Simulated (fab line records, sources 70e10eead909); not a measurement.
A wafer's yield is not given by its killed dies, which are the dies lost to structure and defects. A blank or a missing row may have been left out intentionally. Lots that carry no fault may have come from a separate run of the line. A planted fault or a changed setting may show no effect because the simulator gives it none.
What tool caused it? | flow nand harc | Sampling: 7 lots, 21 wafers, 4 of 1302 route steps

== WHAT THE GAUGES READ, wafer by wafer ==
NHARC_A_M0_CD_MEAS_09 targets a cd of 80 nm.
lot  | measured     | on        | cd nm (nm)
L105 | day 23 03:03 | cd sem-02 | 80.1 80.6 80.4
L108 | day 24 08:05 | cd sem-01 | 79.9 79.7 79.3
L109 | day 25 04:25 | cd sem-02 | 78.5 79.2 78.9
L111 | day 25 08:07 | cd sem-01 | 80.0 79.9 80.3
L114 | day 27 20:22 | cd sem-01 | 81.4 81.5 80.6
L119 | day 29 21:25 | cd sem-03 | 79.8 79.6 80.0
L121 | day 30 16:17 | cd sem-02 | 72.9 72.2 72.7

== WHAT TOOL EACH LOT RAN ON (gives the tool, then ch and the chambers of the sampled wafers, and finally the start) ==
lot  | NHARC_A_BLC_STRIP_21               | NHARC_A_BLC_DEGAS_30         | NHARC_A_M0_PEB_07
L105 | rie diel-13 ch 0,1,3, day 23 00:29 | pvd sputter-02, day 23 00:54 | litho track-04 ch 0, day 23 02:58
L108 | rie diel-13 ch 0,3, day 24 05:30   | pvd sputter-03, day 24 05:56 | litho track-06 ch 0, day 24 07:59
L109 | rie diel-13 ch 0,1,2, day 25 01:50 | pvd sputter-01, day 25 02:16 | litho track-06 ch 0, day 25 04:20
L111 | rie diel-10 ch 0,1,3, day 25 05:26 | pvd sputter-02, day 25 05:50 | litho track-06 ch 0, day 25 08:02
L114 | rie diel-13 ch 0,1, day 27 17:38   | pvd sputter-01, day 27 18:05 | litho track-01 ch 0, day 27 20:17
L119 | rie diel-13 ch 0,1,2, day 29 18:41 | pvd sputter-03, day 29 19:07 | litho track-06 ch 0, day 29 21:20
L121 | rie diel-13 ch 0,1,2, day 30 13:34 | pvd sputter-02, day 30 13:58 | litho track-04 ch 0, day 30 16:12
- NHARC_A_BLC_STRIP_21: strips in O2.
- NHARC_A_BLC_DEGAS_30: time 60 s.
- NHARC_A_M0_PEB_07: peb time 65 s.

== THE ANSWER, worked out from the rows above alone ==
Rule: the usual values come from the lots themselves. The widest of any qualifying gaps counts: lots, ordered by their means at a reading, are off when they make up no more than a third of the lots, leave a main group of 4 or more, and stand apart from it by 3 or more times the standard deviation of that group's means. A main group is skipped when, at the precision printed for the reading in the tables above, its means are all equal. Also off: a lot with no number at a reading for which 4 or more lots have one. All remaining lots with rows at the step are treated as sound.
Off, at NHARC_A_M0_CD_MEAS_09 on cd nm: L121. The main group: mean 80.0 nm, standard deviation 0.7.
If a tool, at a process step before that reading, ran all the lots that are off and no sound lot after the first of them, it fits. The gauges at NHARC_A_M0_CD_MEAS_09 are tried like those tools. Can't be told from this: 4 tools fit, rie diel-13 at NHARC_A_BLC_STRIP_21, pvd sputter-02 at NHARC_A_BLC_DEGAS_30, litho track-04 at NHARC_A_M0_PEB_07, cd sem-02 at NHARC_A_M0_CD_MEAS_09.

== WHAT THE SIMULATOR PUT IN ==
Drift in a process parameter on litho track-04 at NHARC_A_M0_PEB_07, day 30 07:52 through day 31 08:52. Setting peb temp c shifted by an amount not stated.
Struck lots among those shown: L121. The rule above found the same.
